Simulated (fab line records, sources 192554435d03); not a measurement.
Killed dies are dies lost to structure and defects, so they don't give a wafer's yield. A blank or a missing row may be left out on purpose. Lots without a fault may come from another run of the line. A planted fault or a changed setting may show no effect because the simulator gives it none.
Split-lot experiment | flow n5_finfet | 7 lots, 39 wafers read, on a route of 1938 steps

THE SPLIT
At N5_BEOL_M3_ILD_DEP_00 (deposits SiOC from DEMS/O2, target thk 79 nm, time 15.3 s), the setting time_s was moved away from the recipe's 15.3 s on 12 of the 39 wafers read, by -24.6% to +50.5%. The other wafers ran this setting at the recipe's value.

The file shows no step between the split and the reading.

THE READING
M3_ILD_THK, in nm, at N5_BEOL_M3_THK_MEAS_01. Fault-free wafers of this fab line usually give 78.9 nm, standard deviation 1 nm.

wafer  | tool, chamber at the split | time_s as run, s | against the recipe | M3_ILD_THK, nm | against lot-mates on the recipe
L077.1 | pecvd-04, 0,1              | 15.3             | recipe             | 78.4           | -
L077.2 | pecvd-04, 2                | 15.3             | recipe             | 77.2           | -
L077.3 | pecvd-04, 0,1              | 15.3             | recipe             | 78.4           | -
L077.4 | pecvd-04, 1                | 15.3             | recipe             | 78.7           | -
L077.5 | pecvd-04, 0                | 15.3             | recipe             | 78.3           | -
L077.6 | pecvd-04, 2                | 15.3             | recipe             | 79.7           | -
L079.1 | pecvd-02, 0                | 15.3             | recipe             | 78.9           | -
L079.2 | pecvd-02, 2                | 15.3             | recipe             | 78.1           | -
L079.3 | pecvd-02, 1,1,2            | 15.3             | recipe             | 80.2           | -
L079.4 | pecvd-02, 1,1,2            | 15.3             | recipe             | 80.2           | -
L079.5 | pecvd-02, 1,1,2            | 15.3             | recipe             | 80.1           | -
L079.6 | pecvd-02, 0                | 15.3             | recipe             | 80.7           | -
L086.1 | pecvd-02, 0                | 15.3             | recipe             | 76.3           | -
L086.2 | pecvd-02, 2                | 23.03            | +50.5%             | 116.7          | +38.8
L086.3 | pecvd-02, 0                | 15.3             | recipe             | 78.8           | -
L086.4 | pecvd-02, 2                | 23.03            | +50.5%             | 118.4          | +40.5
L086.5 | pecvd-02, 2                | 23.03            | +50.5%             | 117.3          | +39.4
L086.6 | pecvd-02, 0                | 15.3             | recipe             | 78.7           | -
L087.3 | pecvd-04, 1                | 15.3             | recipe             | 77.1           | -
L087.4 | pecvd-04, 2,0              | 15.3             | recipe             | 78.6           | -
L087.6 | pecvd-04, 2,0              | 15.3             | recipe             | 78.7           | -
L092.1 | pecvd-02, 0                | 22.74            | +48.6%             | 115.6          | +36.8
L092.2 | pecvd-02, 1                | 15.3             | recipe             | 78.3           | -
L092.3 | pecvd-02, 2                | 15.3             | recipe             | 78.6           | -
L092.4 | pecvd-02, 0                | 22.74            | +48.6%             | 117.3          | +38.5
L092.5 | pecvd-02, 2                | 15.3             | recipe             | 79.6           | -
L092.6 | pecvd-02, 1                | 22.74            | +48.6%             | 116.8          | +38.0
L093.1 | pecvd-04, 0                | 17.9             | +17.0%             | 92.3           | +13.0
L093.2 | pecvd-04, 2                | 15.3             | recipe             | 79.7           | -
L093.3 | pecvd-04, 1                | 15.3             | recipe             | 78.4           | -
L093.4 | pecvd-04, 1                | 15.3             | recipe             | 79.9           | -
L093.5 | pecvd-04, 2,0              | 17.9             | +17.0%             | 93.6           | +14.3
L093.6 | pecvd-04, 2,0              | 17.9             | +17.0%             | 93.6           | +14.3
L097.1 | pecvd-02, 2                | 11.53            | -24.6%             | 59.3           | -20.0
L097.2 | pecvd-02, 1,0              | 15.3             | recipe             | 79.2           | -
L097.3 | pecvd-02, 0                | 11.53            | -24.6%             | 59.6           | -19.7
L097.4 | pecvd-02, 1                | 11.53            | -24.6%             | 60.9           | -18.4
L097.5 | pecvd-02, 2                | 15.3             | recipe             | 79.5           | -
L097.6 | pecvd-02, 1,0              | 15.3             | recipe             | 79.2           | -
Where a row lists several chambers, the file gives one row for several wafers and doesn't say which wafer went through which chamber.

THE FIT
A straight line over all 39 wafers: M3_ILD_THK changes by +0.772 nm for each +1% of time_s; r = +1.00; the points scatter about the line by 1 nm.
The same after taking each lot's own level away (the mean of its wafers on the recipe; 39 wafers): +0.781 nm for each +1%; r = +1.00; scatter 0.78 nm.
On that fit, the largest move of time_s shifts the reading by 39 nm.
The lots' own levels span 77.93 to 79.70 nm, that is 1.8 times the standard deviation above.
So the lot-to-lot level changes the slope little: the two slopes agree.
Check: with one of the wafers moved furthest among these (+50.5%) left out of the fit, the line predicts +39.6 nm for it against its lot-mates. It came out at +38.8 nm against them.

OTHER SPLITS ON THESE WAFERS
These wafers also went through other splits before the reading. Each is held against what the fit with the lots' levels taken away leaves over:
other split on the same wafers     | wafers away from the commonest value | r with M3_ILD_THK (lot level and that fit taken away)
N5_BEOL_M2_ILD_DEP_00 target_thk_a | 12                                   | -0.14

THE WHOLE CHAIN: every reading that the file lists as answering this split, in the file's order
step                   | what it does                                              | reading                                                                            | change (the file's fit)               | r (the file's)
N5_BEOL_M3_ILD_DEP_00  | deposits SiOC from DEMS/O2, target thk 79 nm, time 15.3 s | SiOC_of_BEOL_M3_ILD_DEP_00.thk_nm (the simulator's own value, which no gauge read) | +0.782 nm for each +1% of the setting | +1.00
N5_BEOL_M3_THK_MEAS_01 |                                                           | M3_ILD_THK                                                                         | +0.782 for each +1% of the setting    | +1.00

THE FILE'S OWN FIT
M3_ILD_THK changes by +0.782 nm for each +1% of time_s, r = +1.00.
